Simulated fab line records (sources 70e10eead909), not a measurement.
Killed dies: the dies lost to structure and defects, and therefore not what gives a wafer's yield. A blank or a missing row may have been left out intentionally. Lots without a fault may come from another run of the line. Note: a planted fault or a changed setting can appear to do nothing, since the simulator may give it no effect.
Chamber matching | flow nand-harc | cmp-03 running NHARC_A_BLC_CMP_25: 4 sister chambers
The step polishes, t overpolish 30 s, target thk 150 nm. 4 wafers are shown with their chamber, then 9 later ones without.

== EACH WAFER AND ITS CHAMBER ==
wafer  | chamber | motor-current-A (A)
L092.1 | 0       | 12.9
L093.1 | 1       | 12.8
L093.5 | 3       | 13.5
L093.6 | 2       | 11.7

== WAFERS MISSING THEIR CHAMBER ==
wafer  | motor-current-A (A)
L094.2 | 13.9
L094.3 | 13.1
L094.5 | 13.0
L096.1 | 12.1
L096.3 | 13.4
L096.5 | 11.0
L097.2 | 12.4
L097.4 | 11.3
L097.6 | 13.2

== WHICH CHAMBER EACH WENT THROUGH ==
wafer  | from the rows above               | in truth
L094.2 | can't be placed: 3 or 0 or 1      | 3
L094.3 | can't be placed: 0 or 1 or 3      | 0
L094.5 | can't be placed: 0 or 1 or 3      | 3
L096.1 | can't be placed: 2 or 1 or 0      | 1
L096.3 | can't be placed: 3 or 0 or 1      | 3
L096.5 | 2                                 | 2
L097.2 | can't be placed: 1 or 0 or 2 or 3 | 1
L097.4 | 2                                 | 2
L097.6 | can't be placed: 0 or 3 or 1      | 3
Correctly placed: 2 of 9. Can't be placed from these rows: 7 (the true chamber is among the candidates in 7). Wrongly placed: 0.
How it was worked out, from the rows above alone: a wafer's distance from a chamber is the root of the sum, over the readings, of the square of ((its reading less the chamber's mean) divided by the reading's scatter). The wafer belongs to the nearest chamber; if the next one is less than 2 further off, it can't be placed. A chamber's mean is the mean of its shown wafers. The scatter: with one shown wafer a chamber, the root of the mean of the squares of how far each hidden wafer lies from its nearest shown one.
